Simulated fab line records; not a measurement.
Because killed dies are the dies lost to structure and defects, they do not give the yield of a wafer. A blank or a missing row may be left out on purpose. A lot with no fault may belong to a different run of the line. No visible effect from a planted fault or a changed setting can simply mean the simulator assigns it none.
Which tool was responsible?    flow nand_harc    6 lots (18 wafers sampled), 1 step of a 1159-step route

== WHAT EACH GAUGE READ, for each wafer ==
NHARC_P_CONTACT_CD_MEAS_19.
lot   measured      on         cd_nm (nm)
L245  day 5 21:53   cd_sem-03  91.6 90.3 88.5
L252  day 7 13:49   cd_sem-02  88.0 90.3 90.1
L254  day 7 23:10   cd_sem-02  87.6 88.8 87.9
L255  day 8 20:44   cd_sem-01  87.2 85.6 86.9
L260  day 9 10:50   cd_sem-03  86.4 88.8 88.8
L267  day 11 08:31  cd_sem-02  90.9 88.2 88.7

== TOOL THAT RAN EACH LOT (tool first, then ch and the chambers of the sampled wafers, then the start) ==
Record: no process step prior to these readings.

== THE ANSWER, worked out from the rows above alone ==
Rule: what is usual is taken from the lots themselves. Put in order of their means at a reading, lots are off if they are a third of the lots or fewer, leave a main group of 4 or more, and stand apart from it by a gap of 3 or more times the standard deviation of the main group's means; of several such gaps the widest counts. A main group is skipped when, at the precision printed for the reading in the tables above, its means are all equal. Also off: a lot with no number at a reading for which 4 or more lots have one. Any other lot the step has rows for is counted as sound.
Across all readings shown, no lot is off: no conclusion can be drawn from this.

== WHAT THE SIMULATOR HAD INSERTED ==
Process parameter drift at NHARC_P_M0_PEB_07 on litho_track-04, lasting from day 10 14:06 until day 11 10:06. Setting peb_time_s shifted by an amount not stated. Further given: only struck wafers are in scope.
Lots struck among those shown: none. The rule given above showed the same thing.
